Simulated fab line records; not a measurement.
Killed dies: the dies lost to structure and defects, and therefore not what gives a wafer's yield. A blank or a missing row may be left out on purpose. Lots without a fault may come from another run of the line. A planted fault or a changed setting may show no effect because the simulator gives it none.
fab line records | flow nandHarc
record lots=12 | wafers=36 | lastDay=25
route steps=1159 shown P_GATE@215 P_CONTACT@229
lots that met no fault: taken from a fault-free run of the same line
startH: start of the lot's first displayed wafer, in hours after the record's first day | waitH: hours from the lot's prior step to this one | " unchanged from the row above | L1.1+2: several wafers, shown together as one row | - no value, or no start given | * or withheld: withheld | < > ~ a bound
route shown NAME@n: a module of which the file shows steps, and the number in the route of the first | usual: mean/standard deviation of fault-free wafers | same: alike in all rows | chamber/n: place in a boat | sites: each site's reading | _std_site: their standard deviation | _edge_site: outer sites' mean less inner sites' | radiusMm: for every site, how far away it sits from the centre of the wafer | mask NAME#n: copy n | behind: the tool/chamber that last shaped the wafer | hold: what put the lot on hold/how long, in hours/how the hold closed | device: the n, p or np transistor that did not switch | end of line: at the end of the route, the tests of the same wafers | step lacking rows: just its recipe | killed: dies that structure and defects cost at the first sort, which is not the same as the wafer's yield | map: shows each die of a wafer: x if killed, . if not, _ if none is there
set.NAME: the setting as run; set.NAME@STEP: as run at that earlier step | model.NAME: the simulator's own value behind a step, which no gauge read
one table for each step of the route and one row for each wafer, over a sample of lots
services: from which hour (startH, from the record's first day; less than 0 if before it) a tool's chamber was out of use, for how many hours, and why
## steps
# step NHARC_P_GATE_RTA_82
# recipe tempC=450 | timeS=30
# usual lampPowerPct=3.81/0.038 | lamp_zone_2_pct=3.81/0.037 | lamp_zone_4_pct=3.81/0.037 | wafer_temp_C_max=452.1/0.96
lot.wafer | tool         | chamber | startH | waitH | lampPowerPct | lamp_zone_2_pct | lamp_zone_4_pct | wafer_temp_C_max
L746.1    | rtpAnneal-01 | 0       | 111.78 | -     | 3.84         | 3.84            | 3.84            | 451.6
L746.3    | "            | 0       | "      | "     | 3.83         | 3.84            | 3.84            | 451.3
L746.6    | "            | 0       | "      | "     | 3.83         | 3.84            | 3.84            | 451.8
L751.1    | rtpAnneal-02 | 0       | 141.27 | -     | 3.76         | 3.76            | 3.76            | 452.7
L751.4    | "            | 0       | "      | "     | 3.76         | 3.76            | 3.76            | 453.1
L751.6    | "            | 0       | "      | "     | 3.76         | 3.76            | 3.76            | 452.6
L753.2    | rtpAnneal-02 | 0       | 156.21 | -     | 3.75         | 3.76            | 3.76            | 453.5
L753.4    | "            | 0       | "      | "     | 3.76         | 3.76            | 3.76            | 453.2
L753.6    | "            | 0       | "      | "     | 3.75         | 3.77            | 3.76            | 453.3
L759.1    | rtpAnneal-01 | 0       | 189.79 | -     | 3.84         | 3.83            | 3.83            | 451.1
L759.3    | "            | 0       | "      | "     | 3.84         | 3.83            | 3.83            | 451.5
L759.5    | "            | 0       | "      | "     | 3.84         | 3.83            | 3.83            | 451.2
L760.2    | rtpAnneal-01 | 0       | 202.05 | -     | 3.84         | 3.84            | 3.84            | 451.9
L760.4    | "            | 0       | "      | "     | 3.83         | 3.84            | 3.84            | 452.4
L760.6    | "            | 0       | "      | "     | 3.84         | 3.84            | 3.84            | 451.8
L762.2    | rtpAnneal-01 | 0       | 204.63 | -     | 3.84         | 3.83            | 3.84            | 451.6
L762.3    | "            | 0       | "      | "     | 3.84         | 3.84            | 3.84            | 451.6
L762.4    | "            | 0       | "      | "     | 3.83         | 3.83            | 3.84            | 451.5
L761.1    | rtpAnneal-01 | 0       | 204.87 | -     | 3.84         | 3.84            | 3.84            | 451.7
L761.3    | "            | 0       | "      | "     | 3.83         | 3.84            | 3.83            | 451.8
L761.4    | "            | 0       | "      | "     | 3.84         | 3.84            | 3.84            | 451.4
L764.2    | rtpAnneal-02 | 0       | 222.25 | -     | 3.76         | 3.75            | 3.76            | 454.2
L764.4    | "            | 0       | "      | "     | 3.75         | 3.76            | 3.76            | 453.7
L764.5    | "            | 0       | "      | "     | 3.75         | 3.76            | 3.76            | 453.7
L765.1    | rtpAnneal-02 | 0       | 227.03 | -     | 3.76         | 3.75            | 3.76            | 453.9
L765.2    | "            | 0       | "      | "     | 3.75         | 3.76            | 3.76            | 454.2
L765.3    | "            | 0       | "      | "     | 3.75         | 3.77            | 3.77            | 453.0
L766.3    | rtpAnneal-01 | 0       | 233.60 | -     | 3.84         | 3.83            | 3.83            | 451.1
L766.4    | "            | 0       | "      | "     | 3.84         | 3.83            | 3.84            | 451.0
L766.5    | "            | 0       | "      | "     | 3.83         | 3.84            | 3.84            | 451.3
L767.3    | rtpAnneal-01 | 0       | 234.42 | -     | 3.84         | 3.84            | 3.83            | 451.4
L767.4    | "            | 0       | "      | "     | 3.84         | 3.83            | 3.83            | 451.2
L767.6    | "            | 0       | "      | "     | 3.83         | 3.84            | 3.84            | 451.0
L768.3    | rtpAnneal-02 | 0       | 246.14 | -     | 3.76         | 3.76            | 3.76            | 453.0
L768.5    | "            | 0       | "      | "     | 3.75         | 3.76            | 3.76            | 452.3
L768.6    | "            | 0       | "      | "     | 3.76         | 3.75            | 3.76            | 453.5
# step NHARC_P_CONTACT_EXPOSE_09
# recipe na=1.35 | targetCdNm=90 | doseMj=81.26 | maskId=P_CA
# usual focusOffsetNm=-0.1/0.45
lot.wafer | tool           | chamber | startH | waitH | mask      | focusOffsetNm
L746.1    | arfiScanner-01 | 0       | 113.75 | -     | P_CA#0    | 0.2
L746.3    | "              | 0       | "      | "     | P_CA#0    | -0.4
L746.6    | "              | 0       | "      | "     | P_CA#0    | -0.2
L751.1    | arfiScanner-01 | 0       | 143.07 | -     | P_CA_R1#0 | 0.3
L751.4    | "              | 0       | "      | "     | P_CA_R1#0 | -0.6
L751.6    | "              | 0       | "      | "     | P_CA_R1#0 | 0.5
L753.2    | arfiScanner-01 | 0       | 157.74 | -     | P_CA#0    | 0.3
L753.4    | "              | 0       | "      | "     | P_CA#0    | -0.2
L753.6    | "              | 0       | "      | "     | P_CA#0    | 0.1
L759.1    | arfiScanner-01 | 0       | 191.46 | -     | P_CA#0    | -0.5
L759.3    | "              | 0       | "      | "     | P_CA#0    | 0.0
L759.5    | "              | 0       | "      | "     | P_CA#0    | 0.3
L760.2    | arfiScanner-02 | 0       | 203.69 | -     | P_CA#0    | 0.1
L760.4    | "              | 0       | "      | "     | P_CA#0    | -0.1
L760.6    | "              | 0       | "      | "     | P_CA#0    | -0.2
L762.2    | arfiScanner-03 | 0       | 206.28 | -     | P_CA#0    | 0.2
L762.3    | "              | 0       | "      | "     | P_CA#0    | -0.8
L762.4    | "              | 0       | "      | "     | P_CA#0    | 0.0
L761.1    | arfiScanner-02 | 0       | 206.54 | -     | P_CA#0    | 0.5
L761.3    | "              | 0       | "      | "     | P_CA#0    | 0.0
L761.4    | "              | 0       | "      | "     | P_CA#0    | -0.1
L764.2    | arfiScanner-01 | 0       | 223.89 | -     | P_CA#0    | -0.1
L764.4    | "              | 0       | "      | "     | P_CA#0    | 0.3
L764.5    | "              | 0       | "      | "     | P_CA#0    | 0.6
L765.1    | arfiScanner-03 | 0       | 228.75 | -     | P_CA#0    | 0.4
L765.2    | "              | 0       | "      | "     | P_CA#0    | 0.0
L765.3    | "              | 0       | "      | "     | P_CA#0    | 0.9
L766.3    | arfiScanner-02 | 0       | 235.24 | -     | P_CA#0    | 0.2
L766.4    | "              | 0       | "      | "     | P_CA#0    | 0.3
L766.5    | "              | 0       | "      | "     | P_CA#0    | -0.2
L767.3    | arfiScanner-02 | 0       | 235.95 | -     | P_CA#0    | -0.9
L767.4    | "              | 0       | "      | "     | P_CA#0    | 0.3
L767.6    | "              | 0       | "      | "     | P_CA#0    | -0.2
L768.3    | arfiScanner-03 | 0       | 247.76 | -     | P_CA#0    | -0.5
L768.5    | "              | 0       | "      | "     | P_CA#0    | 0.2
L768.6    | "              | 0       | "      | "     | P_CA#0    | -0.6
# step NHARC_P_CONTACT_CD_MEAS_12
# recipe targetCdNm=90 | landingEnergyEv=500
# usual cdNm=90.1/0.66
lot.wafer | tool     | chamber | startH | waitH | cdNm
L746.1    | cdSem-02 | 0       | 113.89 | -     | 89.5
L746.3    | "        | 0       | "      | "     | 90.6
L746.6    | "        | 0       | "      | "     | 90.7
L751.1    | cdSem-01 | 0       | 143.21 | -     | 84.1
L751.4    | "        | 0       | "      | "     | 83.0
L751.6    | "        | 0       | "      | "     | 84.4
L753.2    | cdSem-03 | 0       | 157.88 | -     | 90.6
L753.4    | "        | 0       | "      | "     | 89.9
L753.6    | "        | 0       | "      | "     | 91.5
L759.1    | cdSem-01 | 0       | 191.60 | -     | 89.7
L759.3    | "        | 0       | "      | "     | 90.3
L759.5    | "        | 0       | "      | "     | 91.4
L760.2    | cdSem-02 | 0       | 203.83 | -     | 90.1
L760.4    | "        | 0       | "      | "     | 89.3
L760.6    | "        | 0       | "      | "     | 90.8
L762.2    | cdSem-02 | 0       | 206.42 | -     | 90.6
L762.3    | "        | 0       | "      | "     | 90.5
L762.4    | "        | 0       | "      | "     | 90.1
L761.1    | cdSem-01 | 0       | 206.68 | -     | 89.7
L761.3    | "        | 0       | "      | "     | 89.7
L761.4    | "        | 0       | "      | "     | 90.3
L764.2    | cdSem-03 | 0       | 224.03 | -     | 90.5
L764.4    | "        | 0       | "      | "     | 89.1
L764.5    | "        | 0       | "      | "     | 89.8
L765.1    | cdSem-01 | 0       | 228.89 | -     | 90.1
L765.2    | "        | 0       | "      | "     | 90.9
L765.3    | "        | 0       | "      | "     | 90.3
L766.3    | cdSem-03 | 0       | 235.38 | -     | 89.6
L766.4    | "        | 0       | "      | "     | 89.8
L766.5    | "        | 0       | "      | "     | 90.1
L767.3    | cdSem-02 | 0       | 236.08 | -     | 90.5
L767.4    | "        | 0       | "      | "     | 90.4
L767.6    | "        | 0       | "      | "     | 90.3
L768.3    | cdSem-01 | 0       | 247.90 | -     | 89.8
L768.5    | "        | 0       | "      | "     | 90.3
L768.6    | "        | 0       | "      | "     | 91.0
# step NHARC_P_CONTACT_INSPECT_14
# usual rawDefectCount=3.3/2
lot.wafer | tool             | chamber | startH | waitH | rawDefectCount
L746.1    | defectInspect-01 | -       | 114.02 | 0.0   | 1
L746.3    | "                | -       | "      | "     | 1
L746.6    | "                | -       | "      | "     | 2
L751.1    | defectInspect-02 | -       | 143.33 | 0.0   | 6
L751.4    | "                | -       | "      | "     | 5
L751.6    | "                | -       | "      | "     | 4
L753.2    | defectInspect-02 | -       | 158.00 | 0.0   | 5
L753.4    | "                | -       | "      | "     | 7
L753.6    | "                | -       | "      | "     | 3
L759.1    | defectInspect-01 | -       | 191.72 | 0.0   | 3
L759.3    | "                | -       | "      | "     | 0
L759.5    | "                | -       | "      | "     | 4
L760.2    | defectInspect-02 | -       | 203.96 | 0.0   | 0
L760.4    | "                | -       | "      | "     | 0
L760.6    | "                | -       | "      | "     | 1
L762.2    | defectInspect-02 | -       | 206.54 | 0.0   | 4
L762.3    | "                | -       | "      | "     | 1
L762.4    | "                | -       | "      | "     | 2
L761.1    | defectInspect-01 | -       | 206.81 | 0.0   | 6
L761.3    | "                | -       | "      | "     | 3
L761.4    | "                | -       | "      | "     | 4
L764.2    | defectInspect-01 | -       | 224.15 | 0.0   | 1
L764.4    | "                | -       | "      | "     | 4
L764.5    | "                | -       | "      | "     | 2
L765.1    | defectInspect-02 | -       | 229.01 | 0.0   | 2
L765.2    | "                | -       | "      | "     | 3
L765.3    | "                | -       | "      | "     | 5
L766.3    | defectInspect-01 | -       | 235.50 | 0.0   | 1
L766.4    | "                | -       | "      | "     | 3
L766.5    | "                | -       | "      | "     | 1
L767.3    | defectInspect-02 | -       | 236.21 | 0.0   | 4
L767.4    | "                | -       | "      | "     | 3
L767.6    | "                | -       | "      | "     | 1
L768.3    | defectInspect-01 | -       | 248.02 | 0.0   | 6
L768.5    | "                | -       | "      | "     | 4
L768.6    | "                | -       | "      | "     | 5
# step NHARC_P_CONTACT_ETCH_31
# recipe targetDepthA=300 | timeS=85.7 | ionEnergyEv=120 | overEtchFrac=1 | ch3fFlowSccm=50 | o2FlowSccm=30 | arFlowSccm=200 | rfW=500 | biasW=100 | chemistry=CH3F/O2
# usual biasW=100.0/0.31 | drypumpMotorCurrentA=5.9/0.45 | oesProductAu=0.981/0.012 | rfVppV=244.3/2 | showerheadPlenumPTorr=2.46/0.13 | throttleValvePct=20.662/0.01
lot.wafer | tool       | chamber | startH | waitH | biasW | drypumpMotorCurrentA | oesProductAu | rfHoursCounterH | rfVppV | showerheadPlenumPTorr | throttleValvePct
L746.1    | rieDiel-02 | 2       | -      | -     | 100.0 | 5.9                  | 0.992        | 13              | 242.2  | 2.41                  | 20.655
L746.3    | "          | 0       | "      | "     | 100.3 | 5.8                  | 0.985        | 15              | 245.8  | 2.63                  | 20.668
L746.6    | "          | 3       | "      | "     | 100.0 | 6.1                  | 0.977        | -               | 245.4  | 2.51                  | 20.661
L751.1    | rieDiel-02 | 2       | -      | -     | 100.3 | 5.9                  | 0.990        | 17              | 242.6  | 2.41                  | 20.661
L751.4    | "          | 2       | "      | "     | 100.0 | 5.9                  | 0.992        | -               | 243.7  | 2.41                  | 20.638
L751.6    | "          | 0       | "      | "     | 100.2 | 5.7                  | 0.987        | -               | 247.3  | 2.63                  | 20.659
L753.2    | rieDiel-12 | 2       | -      | -     | 100.0 | 6.7                  | 0.953        | 39              | 246.6  | 2.60                  | 20.671
L753.4    | "          | 3       | "      | "     | 99.7  | 5.8                  | 0.968        | 47              | 245.7  | 2.57                  | 20.683
L753.6    | "          | 2       | "      | "     | 99.6  | 6.7                  | 0.953        | -               | 247.6  | 2.60                  | 20.666
L759.3    | rieDiel-12 | 0       | -      | -     | 100.5 | 5.8                  | 0.983        | 60              | 247.1  | 2.54                  | 20.668
L759.1    | "          | 2       | "      | "     | 100.1 | 6.7                  | 0.980        | 53              | 245.1  | 2.59                  | 20.662
L759.5    | "          | 3       | "      | "     | 100.1 | 5.8                  | 0.991        | -               | 246.3  | 2.56                  | 20.656
L760.2    | rieDiel-02 | 1       | -      | -     | 99.8  | 6.1                  | 0.985        | 5               | 246.4  | 2.63                  | 20.658
L760.4    | "          | 0       | "      | "     | 100.2 | 5.7                  | 0.978        | 5               | 246.9  | 2.63                  | 20.656
L760.6    | "          | 2       | "      | "     | 99.6  | 5.9                  | 0.981        | -               | 243.1  | 2.40                  | 20.645
L762.4    | rieDiel-02 | 1       | -      | -     | 100.0 | 6.1                  | 0.971        | 5               | 247.8  | 2.63                  | 20.662
L762.2    | "          | 3       | "      | "     | 100.3 | 6.1                  | 0.997        | 5               | 245.4  | 2.51                  | 20.670
L762.3    | "          | 0       | "      | "     | 100.4 | 5.7                  | 1.001        | 5               | 245.9  | 2.63                  | 20.670
L761.3    | rieDiel-04 | 1       | -      | -     | 99.6  | 5.2                  | 0.987        | 7               | 245.5  | 2.48                  | 20.679
L761.1    | "          | 3       | "      | "     | 99.8  | 5.1                  | 0.979        | 8               | 242.5  | 2.35                  | 20.669
L761.4    | "          | 3       | "      | "     | 100.0 | 5.1                  | 0.983        | -               | 242.5  | 2.35                  | 20.655
L764.4    | rieDiel-02 | 3       | -      | -     | 99.8  | 6.1                  | 0.998        | 7               | 243.9  | 2.51                  | 20.661
L764.2    | "          | 2       | "      | "     | 99.7  | 5.9                  | 0.983        | 7               | 244.1  | 2.40                  | 20.659
L764.5    | "          | 0       | "      | "     | 100.5 | 5.7                  | 0.990        | -               | 247.0  | 2.63                  | 20.663
L765.2    | rieDiel-02 | 3       | -      | -     | 100.2 | 6.1                  | 0.983        | 8               | 244.6  | 2.51                  | 20.659
L765.1    | "          | 1       | "      | "     | 100.0 | 6.1                  | 0.978        | 7               | 247.5  | 2.63                  | 20.679
L765.3    | "          | 2       | "      | "     | 100.1 | 5.9                  | 0.986        | 8               | 243.7  | 2.40                  | 20.669
L766.4    | rieDiel-04 | 3       | -      | -     | 99.8  | 5.1                  | 0.984        | 10              | 243.8  | 2.35                  | 20.693
L766.3    | "          | 0       | "      | "     | 99.4  | 6.6                  | 0.954        | 9               | 242.5  | 2.29                  | 20.646
L766.5    | "          | 2       | "      | "     | 100.0 | 5.8                  | 0.982        | -               | 243.5  | 2.30                  | 20.657
L767.3    | rieDiel-02 | 3       | -      | -     | 100.3 | 6.1                  | 0.975        | 9               | 245.1  | 2.51                  | 20.677
L767.4    | "          | 1       | "      | "     | 100.0 | 6.1                  | 0.953        | 8               | 247.3  | 2.63                  | 20.664
L767.6    | "          | 0       | "      | "     | 100.0 | 5.8                  | 0.957        | -               | 246.5  | 2.63                  | 20.673
L768.3    | rieDiel-04 | 3       | -      | -     | 99.8  | 5.1                  | 0.996        | 11              | 242.2  | 2.35                  | 20.654
L768.5    | "          | 2       | "      | "     | 100.4 | 5.9                  | 0.993        | -               | 241.1  | 2.30                  | 20.666
L768.6    | "          | 3       | "      | "     | 100.0 | 5.1                  | 0.993        | -               | 244.1  | 2.35                  | 20.661
## services
tool           | chamber | startH | hours | kind
arfiScanner-03 | -       | 103.65 | 1.5   | repair
rieDiel-02     | 0       | 105.21 | -     | clean
rieDiel-02     | 1       | 105.21 | -     | clean
rieDiel-02     | 2       | 105.21 | -     | clean
rieDiel-02     | 3       | 105.21 | -     | clean
rieDiel-04     | -       | 111.90 | 9.0   | pm
rieDiel-02     | 0       | 129.71 | -     | clean
rieDiel-02     | 1       | 129.71 | -     | clean
rieDiel-02     | 2       | 129.71 | -     | clean
rieDiel-02     | 3       | 129.71 | -     | clean
rieDiel-02     | 3       | 137.39 | 12.3  | repair
arfiScanner-03 | -       | 140.00 | 4.0   | pm
arfiScanner-03 | -       | 145.04 | 5.9   | repair
rieDiel-02     | -       | 150.70 | 9.0   | pm
rieDiel-02     | 0       | 150.70 | 9.0   | ventCycle
rieDiel-02     | 1       | 150.70 | 9.0   | ventCycle
rieDiel-12     | -       | 150.90 | 1.2   | repair
arfiScanner-03 | -       | 158.45 | 1.2   | repair
arfiScanner-01 | -       | 184.53 | 1.0   | repair
arfiScanner-01 | -       | 196.00 | 4.0   | pm
rieDiel-12     | -       | 202.62 | 9.0   | pm
rieDiel-04     | 0       | 205.54 | 2.6   | repair
rieDiel-12     | -       | 237.91 | 0.1   | repair
arfiScanner-02 | -       | 245.92 | 2.2   | repair
## key
firstSign step=NHARC_P_CONTACT_EXPOSE_09 | reading=mask | direction=changed
effect step=NHARC_P_CONTACT_CD_MEAS_12 | reading=cdNm | direction=down | sigmas=9.6 | usual=90.1 | struck=83.8
metAt NHARC_P_CONTACT_EXPOSE_09
struckLots L751
testerLeftOut L751
notActingAt NHARC_P_GATE_RTA_82,NHARC_P_CONTACT_INSPECT_14,NHARC_P_CONTACT_ETCH_31
onsetBetween 113.75 143.07
fault kind=wrongMask | tool=any | chamber=- | onsetH=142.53 | steps=NHARC_P_CONTACT_EXPOSE_09 | auxCopy=P_CA_R1#0 | cdOffsetNm=-6.0881 | scope=struckLotsOnly
# testerLeftOut: of these lots the tester's yield and bins aren't shown, on N5 and GAA mostly nor the transistor test; their killed dies are dies lost to structure and defects alone, not to doping, threshold or leakage, so they don't give the yield
